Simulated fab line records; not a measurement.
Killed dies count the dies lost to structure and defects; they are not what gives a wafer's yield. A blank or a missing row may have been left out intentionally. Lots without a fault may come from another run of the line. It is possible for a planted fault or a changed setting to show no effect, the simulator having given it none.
Matching of chambers    flow nand_harc    pecvd-04 running NHARC_A_CONTACT_DEP_58: 3 sister chambers
The step deposits SiON, target thk 60 nm. 6 wafers are shown with their chamber, then 8 later ones without.

WAFERS WITH THEIR CHAMBER
wafer   chamber  heater_power_outer_w (W)  heater_power_w (W)
L088.3  0        325                       543
L088.5  0        327                       548
L092.1  2        437                       652
L092.5  1        600                       911
L092.6  2        434                       677
L091.1  1        658                       1019

WAFERS MISSING THEIR CHAMBER
wafer   heater_power_outer_w (W)  heater_power_w (W)
L091.3  368                       611
L091.4  357                       599
L093.1  637                       985
L093.2  376                       599
L093.3  389                       628
L095.1  364                       598
L095.2  432                       676
L095.6  643                       961

THE CHAMBER EACH PASSED THROUGH
wafer   from the rows above      in truth
L091.3  can't be placed: 0 or 2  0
L091.4  can't be placed: 0 or 2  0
L093.1  1                        1
L093.2  can't be placed: 0 or 2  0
L093.3  can't be placed: 2 or 0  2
L095.1  can't be placed: 0 or 2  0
L095.2  2                        2
L095.6  1                        1
Correct placement for 3 of the 8. Cannot be placed on the basis of these rows: 5; the candidates contain the true chamber in 5. Placed wrongly: 0.
How it was worked out, from the rows above alone: a wafer's distance from a chamber is the root of the sum, over the readings, of the square of ((its reading less the chamber's mean) divided by the reading's scatter). The wafer belongs to the nearest chamber; if the next one is less than 2 further off, it can't be placed. Each chamber's mean is taken over the wafers shown for it. The scatter: take each reading less its chamber's mean, square it, sum over the shown wafers, divide by the number of wafers less the number of chambers, and take the root.
